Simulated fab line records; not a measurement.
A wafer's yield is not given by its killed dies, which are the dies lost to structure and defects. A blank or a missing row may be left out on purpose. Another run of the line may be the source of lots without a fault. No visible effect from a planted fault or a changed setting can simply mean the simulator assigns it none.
Chamber matching || flow n5_finfet || N5_BEOL_M2_ETCH_70 on rie_diel-06 has 4 sister chambers
The step etches SOC in N2/H2, target depth 80 nm, overetch 24 nm, time 130 s. 7 wafers are shown with their chamber, then 7 later ones without.

== WAFERS WITH THEIR CHAMBER ==
{"wafer": "L076.3", "chamber": 1, "drypump_motor_current_A (A)": 4.9, "throttle_valve_pct (%)": 18.0}
{"wafer": "L086.5", "chamber": 3, "drypump_motor_current_A (A)": 5.4, "throttle_valve_pct (%)": 18.3}
{"wafer": "L088.2", "chamber": 2, "drypump_motor_current_A (A)": 6.6, "throttle_valve_pct (%)": 17.5}
{"wafer": "L088.4", "chamber": 0, "drypump_motor_current_A (A)": 5.6, "throttle_valve_pct (%)": 17.8}
{"wafer": "L088.5", "chamber": 0, "drypump_motor_current_A (A)": 5.6, "throttle_valve_pct (%)": 17.8}
{"wafer": "L090.1", "chamber": 2, "drypump_motor_current_A (A)": 6.7, "throttle_valve_pct (%)": 17.5}
{"wafer": "L090.3", "chamber": 3, "drypump_motor_current_A (A)": 5.5, "throttle_valve_pct (%)": 18.4}

== WAFERS MISSING THEIR CHAMBER ==
{"wafer": "L090.5", "drypump_motor_current_A (A)": 4.9, "throttle_valve_pct (%)": 18.1}
{"wafer": "L092.2", "drypump_motor_current_A (A)": 4.9, "throttle_valve_pct (%)": 18.1}
{"wafer": "L092.3", "drypump_motor_current_A (A)": 4.9, "throttle_valve_pct (%)": 18.1}
{"wafer": "L092.6", "drypump_motor_current_A (A)": 4.9, "throttle_valve_pct (%)": 18.1}
{"wafer": "L097.2", "drypump_motor_current_A (A)": 5.4, "throttle_valve_pct (%)": 18.1}
{"wafer": "L097.3", "drypump_motor_current_A (A)": 5.6, "throttle_valve_pct (%)": 17.8}
{"wafer": "L097.5", "drypump_motor_current_A (A)": 4.9, "throttle_valve_pct (%)": 18.1}

== THE CHAMBER EACH PASSED THROUGH ==
{"wafer": "L090.5", "from the rows above": 1, "in truth": 1}
{"wafer": "L092.2", "from the rows above": 1, "in truth": 1}
{"wafer": "L092.3", "from the rows above": 1, "in truth": 1}
{"wafer": "L092.6", "from the rows above": 1, "in truth": 1}
{"wafer": "L097.2", "from the rows above": "can't be placed: 3 or 0", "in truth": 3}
{"wafer": "L097.3", "from the rows above": 0, "in truth": 0}
{"wafer": "L097.5", "from the rows above": 1, "in truth": 1}
Placed correctly: 6 of 7. Cannot be placed on the basis of these rows: 1; the candidates contain the true chamber in 1. 0 placed wrongly.
How it was worked out, from the rows above alone: a wafer's distance from a chamber is the root of the sum, over the readings, of the square of ((its reading less the chamber's mean) divided by the reading's scatter). The wafer belongs to the nearest chamber; if the next one is less than 2 further off, it can't be placed. A chamber's mean is the mean of its shown wafers. The scatter: the root of (the sum of the squares of (reading less its chamber's mean) over the shown wafers, divided by (wafers less chambers)).
